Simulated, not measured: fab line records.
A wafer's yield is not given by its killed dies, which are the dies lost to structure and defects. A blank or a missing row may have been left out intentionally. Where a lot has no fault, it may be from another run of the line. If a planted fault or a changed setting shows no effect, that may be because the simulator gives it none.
fab line records | flow nand_harc
record: lots: 11 wafers: 33 last_day: 26
route steps=1159 shown A_SGD_CUT@776 A_SLIT@795 A_SIN_REMOVE@808 END@1159
lots with no fault: from the same line, run without faults
start_h: hours from the record's first day to the start of the lot's first wafer shown | wait_h: how many hours have passed since the lot's step before this one | " same as the row above | L1.1+2: several wafers, shown together as one row | - no value, or no start was given | * or withheld: withheld | < > ~ a bound
route shown NAME@n: NAME is a module with steps in the file, n the number in the route of the first one | usual: mean/standard deviation of fault-free wafers | same: alike in all rows | chamber/n: place in a boat | sites: readings site by site | _std_site: how widely they spread, as a standard deviation | _edge_site: the outer-site mean with the inner-site mean subtracted | radius_mm: for every site, how far away it sits from the centre of the wafer | mask NAME#n: copy n | behind: the last tool/chamber to shape the wafer | hold: what put the lot on hold/how long, in hours/how the hold closed | device: the n, p or np transistor that did not switch | end of line: the same wafers' tests at the end of the route | step lacking rows: just its recipe | killed: not the wafer's yield, but the dies lost to structure and defects at the first sort | map: per-die view of a wafer (x killed, . not killed, _ where there is no die)
set.NAME: the setting the step ran with; set.NAME@STEP: the setting that earlier step ran with | model.NAME: the simulator's own value behind a step, which no gauge read
the route's steps for a sample of lots (tables are steps, rows are wafers)
services: from which hour (start_h, from the record's first day; less than 0 if before it) a tool's chamber was out of use, for how many hours, and why
== steps ==
step: NHARC_A_SGD_CUT_ETCHBACK_24
recipe: target_depth_a: 500 over_etch_frac: 0.3 time_s: 92.857 ion_energy_ev: 120 ch3f_flow_sccm: 50 o2_flow_sccm: 30 ar_flow_sccm: 200 rf_w: 500 bias_w: 100 chemistry: CH3F/O2
usual: drypump_motor_current_A: 5.7/0.39 oes_product_au: 0.989/0.028 rf_vpp_V: 244.1/1.6 showerhead_plenum_p_Torr: 2.45/0.11 throttle_valve_pct: 20.664/0.0086
same: time_s: 92.857
columns lot.wafer tool chamber start_h wait_h drypump_motor_current_A oes_product_au rf_hours_counter_h rf_vpp_V showerhead_plenum_p_Torr throttle_valve_pct
L473.3 rie_diel-02 3 313.73 0.1 6.2 1.008 17 242.0 2.29 20.661
L473.4 " 2 " " 5.4 0.983 17 244.5 2.42 20.666
L473.5 " 0 " " 5.5 0.992 - 245.3 2.49 20.671
L474.1 rie_diel-01 1 326.83 0.1 5.6 1.001 0 245.2 2.49 20.666
L474.3 " 3 " " 5.5 0.997 0 243.2 2.33 20.666
L474.6 " 1 " " 5.6 1.000 - 244.8 2.49 20.657
L477.2 rie_diel-02 1 348.25 0.2 6.1 0.987 1 242.8 2.31 20.668
L477.6 " 3 " " 6.2 0.994 - 242.5 2.29 20.664
L477.5 " 0 " " 5.5 0.993 - 244.0 2.49 20.649
L478.1 rie_diel-04 1 361.34 0.1 5.2 1.006 5 245.5 2.60 20.674
L478.2 " 3 " " 6.2 1.020 5 243.6 2.42 20.679
L478.6 " 1 " " 5.2 1.010 - 246.8 2.60 20.648
L490.4 rie_diel-01 3 417.31 0.2 5.5 1.006 5 242.4 2.32 20.671
L490.2 " 0 " " 6.3 1.013 4 244.0 2.47 20.650
L490.3 " 1 " " 5.6 1.002 4 244.2 2.49 20.670
L488.2 rie_diel-01 2 432.86 0.1 5.1 1.015 5 244.3 2.50 20.657
L488.3 " 3 " " 5.6 1.012 5 243.0 2.32 20.669
L488.4 " 1 " " 5.6 1.007 5 244.5 2.49 20.667
L486.3 rie_diel-02 2 432.88 0.2 5.4 0.995 9 242.9 2.41 20.657
L486.2 " 0 " " 5.5 0.997 10 245.0 2.48 20.667
L486.5 " 1 " " 6.1 0.996 - 242.9 2.31 20.659
L489.1 rie_diel-02 2 442.30 0.1 5.3 0.981 10 243.3 2.41 20.668
L489.2 " 0 " " 5.5 0.997 11 244.2 2.48 20.649
L489.5 " 3 " " 6.2 1.004 - 240.8 2.28 20.675
L485.1 rie_diel-02 0 446.39 0.2 5.5 0.999 12 246.0 2.48 20.676
L485.2 " 1 " " 6.1 0.997 11 242.2 2.31 20.674
L485.6 " 3 " " 6.2 1.019 - 241.7 2.28 20.647
L492.3 rie_diel-04 3 455.34 0.2 6.2 1.013 14 243.4 2.42 20.665
L492.4 " 0 " " 5.7 0.988 14 245.5 2.62 20.681
L492.6 " 2 " " 5.8 0.990 - 245.6 2.64 20.657
L496.2 rie_diel-02 2 465.63 0.2 5.4 1.011 13 243.8 2.41 20.663
L496.3 " 0 " " 5.5 0.996 15 244.6 2.48 20.658
L496.5 " 2 " " 5.4 1.007 - 242.9 2.41 20.679
step: NHARC_A_SLIT_ETCH_15
recipe: target_depth_a: 32000 over_etch_frac: 0.3 time_s: 832 ion_energy_ev: 150 o2_flow_sccm: 400 cos_flow_sccm: 20 ar_flow_sccm: 0 rf_w: 500 bias_w: 300 chemistry: O2/COS
usual: drypump_motor_current_A: 5.6/0.38 oes_product_au: 0.995/0.011 rf_vpp_V: 313.6/1.9 showerhead_plenum_p_Torr: 3.08/0.12 throttle_valve_pct: 28.330/0.0089
same: time_s: 832
columns lot.wafer tool chamber start_h wait_h drypump_motor_current_A oes_product_au rf_hours_counter_h rf_vpp_V showerhead_plenum_p_Torr throttle_valve_pct
L473.3 rie_diel-10 3 - - 5.1 0.989 8 313.4 3.11 28.327
L473.4 " 0 " " 6.0 0.991 9 312.8 3.05 28.329
L473.5 " 3 " " 5.1 0.992 - 313.9 3.11 28.341
L474.1 rie_diel-10 3 - - 5.1 0.973 9 314.8 3.11 28.332
L474.3 " 0 " " 5.9 0.986 10 314.5 3.05 28.325
L474.6 " 3 " " 5.1 0.989 - 313.4 3.11 28.317
L477.2 rie_diel-10 2 - - 6.1 0.982 13 315.0 3.16 28.317
L477.5 " 1 " " 5.3 0.997 - 311.9 3.05 28.342
L477.6 " 2 " " 6.1 0.983 - 314.3 3.16 28.320
L478.2 rie_diel-03 3 - - 5.6 0.996 11 311.3 3.04 28.357
L478.1 " 0 " " 5.8 1.007 10 316.6 3.28 28.331
L478.6 " 3 " " 5.6 1.002 - 311.5 3.04 28.333
L490.3 rie_diel-05 0 - - 5.6 1.004 5 311.0 2.91 28.321
L490.4 " 2 " " 5.7 0.998 6 311.2 2.92 28.326
L490.2 " 3 " " 6.0 1.000 6 314.6 3.22 28.326
L488.3 rie_diel-05 3 - - 6.0 0.977 6 314.7 3.22 28.325
L488.4 " 0 " " 5.6 0.982 5 312.4 2.92 28.349
L488.2 " 1 " " 4.9 1.003 6 313.7 3.20 28.316
L486.2 rie_diel-03 2 - - 5.2 1.000 4 313.7 3.09 28.335
L486.3 " 3 " " 5.5 1.000 3 313.2 3.04 28.315
L486.5 " 1 " " 6.0 1.005 - 311.6 2.94 28.333
L489.1 rie_diel-05 3 - - 6.0 0.995 7 316.8 3.22 28.338
L489.2 " 0 " " 5.6 1.004 6 310.4 2.91 28.325
L489.5 " 0 " " 5.6 1.002 - 311.0 2.91 28.339
L485.1 rie_diel-03 3 - - 5.5 0.989 4 313.0 3.04 28.335
L485.2 " 1 " " 6.0 0.990 3 310.7 2.94 28.323
L485.6 " 3 " " 5.6 0.982 - 311.4 3.04 28.323
L492.3 rie_diel-10 1 - - 5.3 0.989 6 313.1 3.05 28.329
L492.6 " 1 " " 5.3 0.984 - 313.7 3.05 28.323
L492.4 " 3 " " 5.1 1.011 - 314.0 3.11 28.323
L496.2 rie_diel-05 3 - - 6.0 0.990 10 315.4 3.22 28.321
L496.3 " 0 " " 5.6 1.001 10 310.4 2.91 28.328
L496.5 " 2 " " 5.7 0.989 - 312.0 2.91 28.338
step: NHARC_A_SLIT_ETCH_17
recipe: bias_v: 900 source_w: withheld pressure_mtorr: 20 ar_flow_sccm: 375 c4f8_flow_sccm: 83.3 o2_flow_sccm: 41.7 time_s: 1687.5 target_depth_a: 1.01e+05 chemistry: C4F8/O2/Ar
usual: drypump_motor_current_A: 5.5/0.36 he_backside_leak_sccm: 5.8/0.48 showerhead_plenum_p_Torr: 3.73/0.069 throttle_valve_pct: 32.046/0.0087
same: time_s: 1687.5
columns lot.wafer tool chamber start_h wait_h drypump_motor_current_A he_backside_leak_sccm rf_hours_counter_h showerhead_plenum_p_Torr throttle_valve_pct
L473.4 har_etch-02 1 336.01 - 5.9 5.6 - 3.66 32.038
L473.3 " 0 " " 5.5 6.3 - 3.85 32.047
L473.5 " 1 " " 5.9 5.7 - 3.66 32.048
L474.1 har_etch-01 1 343.94 - 5.0 5.6 19 3.69 32.039
L474.3 " 0 " " 5.7 5.5 - 3.79 32.052
L474.6 " 1 " " 5.0 5.6 - 3.69 32.028
L477.2 har_etch-01 0 352.52 - 5.7 5.4 20 3.79 32.052
L477.5 " 0 " " 5.7 5.4 - 3.79 32.064
L477.6 " 1 " " 4.9 5.6 - 3.69 32.044
L478.1 har_etch-02 1 367.50 - 5.9 5.3 185 3.65 32.047
L478.2 " 0 " " 5.5 6.1 185 3.84 32.040
L478.6 " 1 " " 5.9 5.7 - 3.65 32.049
L490.2 har_etch-02 1 426.21 - 5.9 5.7 209 3.64 32.037
L490.4 " 0 " " 5.5 6.5 - 3.82 32.052
L490.3 " 1 " " 5.9 5.8 - 3.64 32.049
L488.2 har_etch-02 1 438.59 - 5.9 5.6 211 3.64 32.050
L488.4 " 0 " " 5.4 6.7 - 3.82 32.053
L488.3 " 1 " " 5.9 5.8 - 3.64 32.055
L486.2 har_etch-01 0 438.62 - 5.7 5.5 54 3.77 32.040
L486.3 " 0 " " 5.7 5.6 - 3.77 32.049
L486.5 " 0 " " 5.7 5.6 - 3.77 32.037
L489.1 har_etch-01 0 447.65 - 5.7 5.7 59 3.77 32.042
L489.2 " 1 " " 5.0 5.9 59 3.67 32.061
L489.5 " 1 " " 5.0 5.7 - 3.67 32.047
L485.2 har_etch-01 0 451.94 - 5.7 5.6 61 3.77 32.045
L485.1 " 1 " " 5.0 5.5 61 3.67 32.040
L485.6 " 0 " " 5.7 5.9 - 3.77 32.049
L492.3 har_etch-02 1 461.51 - 5.9 5.8 - 3.63 32.045
L492.4 " 0 " " 5.5 6.4 - 3.81 32.043
L492.6 " 1 " " 5.9 6.2 - 3.63 32.047
L496.2 har_etch-02 0 472.36 - 5.5 6.4 235 3.81 32.035
L496.3 " 0 " " 5.4 6.4 - 3.81 32.041
L496.5 " 1 " " 5.9 6.0 - 3.63 32.041
step: NHARC_A_SLIT_CD_MEAS_21
usual: cd_nm: 289.9/0.97
columns lot.wafer tool chamber start_h wait_h cd_nm
L473.3 cd_sem-01 - 338.17 - 288.7
L473.4 " - " " 288.7
L473.5 " - " " 289.7
L474.1 cd_sem-01 - 346.73 - 290.6
L474.3 " - " " 289.4
L474.6 " - " " 290.6
L477.2 cd_sem-01 - 355.16 - 289.8
L477.5 " - " " 289.7
L477.6 " - " " 289.5
L478.1 cd_sem-03 - 370.15 - 289.4
L478.2 " - " " 291.5
L478.6 " - " " 289.8
L490.2 cd_sem-02 - 428.60 - 290.4
L490.3 " - " " 290.8
L490.4 " - " " 290.1
L488.2 cd_sem-02 - 440.99 - 291.1
L488.3 " - " " 290.1
L488.4 " - " " 291.9
L486.2 cd_sem-02 - 441.27 - 289.8
L486.3 " - " " 289.5
L486.5 " - " " 290.7
L489.1 cd_sem-01 - 450.31 - 289.3
L489.2 " - " " 289.3
L489.5 " - " " 290.1
L485.1 cd_sem-02 - 454.66 - 290.9
L485.2 " - " " 290.3
L485.6 " - " " 289.7
L492.3 cd_sem-01 - 463.66 - 291.8
L492.4 " - " " 289.7
L492.6 " - " " 291.1
L496.2 cd_sem-03 - 475.26 - 288.7
L496.3 " - " " 289.0
L496.5 " - " " 287.8
step: NHARC_A_SIN_REMOVE_INSPECT_04
usual: raw_defect_count: 283/75
columns lot.wafer tool chamber start_h wait_h raw_defect_count
L473.3 defect_inspect-02 - 344.99 0.1 274
L473.4 " - " " 232
L473.5 " - " " 267
L474.1 defect_inspect-01 - 352.69 0.0 361
L474.3 " - " " 504
L474.6 " - " " 478
L477.2 defect_inspect-01 - 362.82 0.0 392
L477.5 " - " " 341
L477.6 " - " " 401
L478.1 defect_inspect-01 - 377.84 0.0 237
L478.2 " - " " 322
L478.6 " - " " 323
L490.2 defect_inspect-02 - 434.65 0.0 242
L490.3 " - " " 243
L490.4 " - " " 284
L488.2 defect_inspect-01 - 448.63 0.0 316
L488.3 " - " " 266
L488.4 " - " " 250
L486.2 defect_inspect-02 - 448.63 0.0 801
L486.3 " - " " 714
L486.5 " - " " 615
L489.1 defect_inspect-02 - 458.01 0.0 637
L489.2 " - " " 659
L489.5 " - " " 583
L485.1 defect_inspect-02 - 462.40 0.0 559
L485.2 " - " " 586
L485.6 " - " " 603
L492.3 defect_inspect-01 - 469.99 0.0 255
L492.4 " - " " 225
L492.6 " - " " 327
L496.2 defect_inspect-01 - 482.16 0.0 259
L496.3 " - " " 220
L496.5 " - " " 203
step: NHARC_END_SORT_01
recipe: temp_c: 25
usual: killed_at_array: 27/12 killed_at_other: 0.5/0.9 killed_at_periphery: 3.7/2.7 killed_dies: 31/12 killed_open: 3.3/2 killed_short: 2.0/1.4
same: gross_dies: 677
columns lot.wafer tool chamber start_h wait_h killed_at_array killed_at_other killed_at_periphery killed_dies killed_open killed_short
L490.2 prober-02 0 571.52 2.8 45 1 1 47 2 0
L490.3 prober-02 0 572.32 3.1 43 0 3 46 2 2
L490.4 prober-02 0 573.13 3.4 53 1 2 56 4 3
L486.2 prober-01 0 571.66 2.8 108 0 6 114 5 2
L486.3 prober-01 0 572.45 3.1 85 0 3 88 1 2
L486.5 prober-01 0 574.02 3.6 95 0 1 96 2 0
L488.2 prober-01 0 579.34 2.8 50 0 1 51 3 1
L488.3 prober-01 0 580.13 3.1 36 0 0 36 1 2
L488.4 prober-01 0 580.93 3.4 52 0 2 54 8 4
L489.1 prober-02 0 594.12 2.5 107 0 4 111 5 0
L489.2 prober-02 0 594.93 2.8 111 0 3 114 2 1
L489.5 prober-02 0 597.37 3.8 99 0 3 102 1 0
L492.3 prober-01 0 595.74 3.1 29 2 0 31 2 1
L492.4 prober-01 0 596.53 3.4 41 0 2 43 4 2
L492.6 prober-01 0 598.11 3.9 28 2 0 30 3 1
L485.1 prober-01 0 601.93 2.5 91 1 1 93 4 2
L485.2 prober-01 0 602.73 2.8 84 2 5 91 3 2
L485.6 prober-01 0 605.93 4.0 93 1 2 96 9 4
killed by level:class
L490.2 A_CHANNEL_HOLE_D1:chamber_film_flake=19 A_CONTACT:chamber_film_flake=13 A_SLIT:chamber_film_flake=8 A_STAIRCASE:chamber_film_flake=2 A_CHANNEL_HOLE_D1:geometric_particle:open=1 A_BLC:geometric_particle:open=1 P_M1:chamber_film_flake=1 A_ZERO_WELL:chamber_film_flake=1
L486.2 A_SLIT:unspecified=84 P_M1:chamber_film_flake=5 A_CHANNEL_HOLE_D1:chamber_film_flake=4 A_M0:chamber_film_flake=4 A_CONTACT:chamber_film_flake=3 A_BLC:chamber_film_flake=3 A_CONTACT:geometric_particle:open=2 A_CHANNEL_HOLE_D1:geometric_particle:open=1
L490.3 A_CHANNEL_HOLE_D1:chamber_film_flake=16 A_CONTACT:chamber_film_flake=14 A_SLIT:chamber_film_flake=11 P_GATE:geometric_particle:short=1 P_GATE:geometric_particle:open=1 P_CONTACT:geometric_particle:open=1 A_ONON_D1:geometric_particle:short=1 A_STAIRCASE:chamber_film_flake=1
L486.3 A_SLIT:unspecified=70 A_CHANNEL_HOLE_D1:chamber_film_flake=8 P_M1:chamber_film_flake=2 A_M0:chamber_film_flake=2 P_GATE:geometric_particle:short=1 A_ONON_D1:geometric_particle:short=1 A_BLC:geometric_particle:open=1 A_ZERO_WELL:chamber_film_flake=1
L490.4 A_CHANNEL_HOLE_D1:chamber_film_flake=18 A_SLIT:chamber_film_flake=16 A_CONTACT:chamber_film_flake=10 A_STAIRCASE:chamber_film_flake=3 P_CONTACT:geometric_particle:open=1 A_SGD_CUT:geometric_particle:short=1 A_SGD_CUT:geometric_particle:open=1 A_WL_FILL:geometric_particle:short=1
L486.5 A_SLIT:unspecified=74 A_M0:chamber_film_flake=7 A_CHANNEL_HOLE_D1:chamber_film_flake=5 A_CONTACT:chamber_film_flake=5 P_GATE:geometric_particle:open=1 A_BLC:geometric_particle:open=1 A_ZERO_WELL:chamber_film_flake=1 A_STAIRCASE:chamber_film_flake=1
L488.2 A_CHANNEL_HOLE_D1:chamber_film_flake=22 A_SLIT:chamber_film_flake=10 A_STAIRCASE:chamber_film_flake=4 A_CONTACT:chamber_film_flake=4 A_ZERO_WELL:chamber_film_flake=2 A_WL_FILL:chamber_film_flake=2 A_ONON_D1:geometric_particle:open=1 A_ONON_D1:geometric_particle:short=1
L488.3 A_CHANNEL_HOLE_D1:chamber_film_flake=17 A_SLIT:chamber_film_flake=7 A_STAIRCASE:chamber_film_flake=3 A_CONTACT:chamber_film_flake=3 A_BLC:chamber_film_flake=3 A_CHANNEL_FILL_D1:geometric_particle:open=1 A_CHANNEL_FILL_D1:geometric_particle:short=1 A_SGD_CUT:geometric_particle:short=1
L488.4 A_CHANNEL_HOLE_D1:chamber_film_flake=20 A_SLIT:chamber_film_flake=15 A_CHANNEL_FILL_D1:geometric_particle:open=3 A_ONON_D1:geometric_particle:short=2 A_CONTACT:geometric_particle:open=2 A_STAIRCASE:chamber_film_flake=2 A_CONTACT:chamber_film_flake=2 P_M0:geometric_particle:open=1
L489.1 A_SLIT:unspecified=76 A_CHANNEL_HOLE_D1:chamber_film_flake=21 P_M1:chamber_film_flake=4 A_WL_FILL:chamber_film_flake=3 A_M0:geometric_particle:open=2 A_CHANNEL_FILL_D1:geometric_particle:open=1 A_CONTACT:geometric_particle:open=1 A_M1:geometric_particle:open=1
L489.2 A_SLIT:unspecified=81 A_CHANNEL_HOLE_D1:chamber_film_flake=24 P_M1:chamber_film_flake=3 A_CONTACT:chamber_film_flake=2 A_CONTACT:geometric_particle:open=1 A_M0:geometric_particle:open=1 A_M1:geometric_particle:short=1 A_STAIRCASE:chamber_film_flake=1
L492.3 A_SLIT:chamber_film_flake=10 A_CHANNEL_HOLE_D1:chamber_film_flake=6 A_CONTACT:chamber_film_flake=3 A_M0:chamber_film_flake=3 A_CONTACT:geometric_particle:open=2 A_ZERO_WELL:chamber_film_flake=2 THIN_TSV:chamber_film_flake=2 A_ONON_D1:geometric_particle:short=1
L492.4 A_SLIT:chamber_film_flake=24 A_STAIRCASE:chamber_film_flake=5 A_ZERO_WELL:chamber_film_flake=3 A_CONTACT:chamber_film_flake=3 P_CONTACT:geometric_particle:short=2 A_CONTACT:geometric_particle:open=2 A_CHANNEL_HOLE_D1:chamber_film_flake=2 A_ONON_D1:geometric_particle:open=1
L489.5 A_SLIT:unspecified=76 A_CHANNEL_HOLE_D1:chamber_film_flake=19 P_M1:chamber_film_flake=2 A_CONTACT:geometric_particle:open=1 P_GATE:chamber_film_flake=1 A_STAIRCASE:chamber_film_flake=1 A_WL_FILL:chamber_film_flake=1 A_CONTACT:chamber_film_flake=1
L492.6 A_SLIT:chamber_film_flake=13 A_CHANNEL_HOLE_D1:chamber_film_flake=5 A_ONON_D1:geometric_particle:open=2 A_ZERO_WELL:chamber_film_flake=2 A_STAIRCASE:chamber_film_flake=2 A_CONTACT:chamber_film_flake=2 A_CHANNEL_FILL_D1:geometric_particle:open=1 STARTING-WAFER:geometric_particle:short=1
L485.1 A_SLIT:unspecified=77 A_CONTACT:chamber_film_flake=4 A_CHANNEL_FILL_D1:chamber_film_flake=2 A_STAIRCASE:chamber_film_flake=2 P_CONTACT:geometric_particle:open=1 A_SOURCE_PLATE:geometric_particle:open=1 A_ONON_D1:geometric_particle:short=1 A_CONTACT:geometric_particle:open=1
L485.2 A_SLIT:unspecified=76 A_CHANNEL_HOLE_D1:chamber_film_flake=4 A_CONTACT:chamber_film_flake=2 THIN_TSV:chamber_film_flake=2 P_GATE:geometric_particle:open=1 P_CONTACT:geometric_particle:open=1 P_M0:geometric_particle:short=1 P_M2:geometric_particle:open=1
L485.6 A_SLIT:unspecified=75 A_CONTACT:chamber_film_flake=5 A_CONTACT:geometric_particle:open=3 A_CHANNEL_FILL_D1:geometric_particle:open=2 A_CHANNEL_HOLE_D1:chamber_film_flake=2 P_M0:geometric_particle:open=1 A_ONON_D1:geometric_particle:open=1 A_CHANNEL_FILL_D1:geometric_particle:short=1
== services ==
columns tool chamber start_h hours kind
rie_diel-10 3 300.83 6.5 repair
har_etch-01 - 306.84 17.0 pm
rie_diel-01 - 314.80 9.0 pm
rie_diel-02 - 328.34 9.0 pm
rie_diel-05 - 340.75 9.0 pm
rie_diel-10 0 344.92 7.0 repair
rie_diel-01 0 351.34 3.3 repair
rie_diel-10 - 353.50 9.0 pm
rie_diel-02 1 359.73 7.4 repair
rie_diel-03 2 362.18 8.9 repair
rie_diel-01 1 367.25 9.1 repair
rie_diel-01 0 371.65 7.3 repair
rie_diel-10 2 371.86 19.0 repair
rie_diel-03 - 392.30 9.0 pm
rie_diel-10 2 397.82 11.9 repair
rie_diel-03 1 403.99 14.0 repair
rie_diel-03 3 413.82 8.8 repair
rie_diel-01 3 417.50 6.4 repair
rie_diel-03 1 425.54 5.0 repair
rie_diel-02 3 431.82 3.5 repair
rie_diel-01 3 435.57 9.0 repair
rie_diel-03 2 450.54 5.5 repair
rie_diel-03 1 454.44 1.6 repair
rie_diel-10 0 456.52 8.1 repair
== key ==
first_sign: step: NHARC_A_SIN_REMOVE_INSPECT_04 reading: raw_defect_count direction: up sigmas: 4.8 usual: 283 struck: 640
effect: step: NHARC_END_SORT_01 reading: killed_at_array direction: up sigmas: 6.1 usual: 27 struck: 97
more_kills_born_at: NHARC_A_SLIT_ETCH_17@har_etch-01: 633
met_at NHARC_A_SLIT_ETCH_17
struck_lots L485,L486,L489
tester_left_out L485,L486,L489
not_acting_at NHARC_A_SGD_CUT_ETCHBACK_24,NHARC_A_SLIT_ETCH_15,NHARC_A_SLIT_CD_MEAS_21
onset_between 352.52 438.62
fault: kind: chamber_particle_source tool: har_etch-01 chamber: - onset_h: 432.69 steps: NHARC_A_SLIT_ETCH_17 rate_per_visit_cm2: 0.58992 end_h: 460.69
tester_left_out: of these lots the tester's yield and bins aren't shown, on N5 and GAA mostly nor the transistor test; their killed dies are dies lost to structure and defects alone, not to doping, threshold or leakage, so they don't give the yield
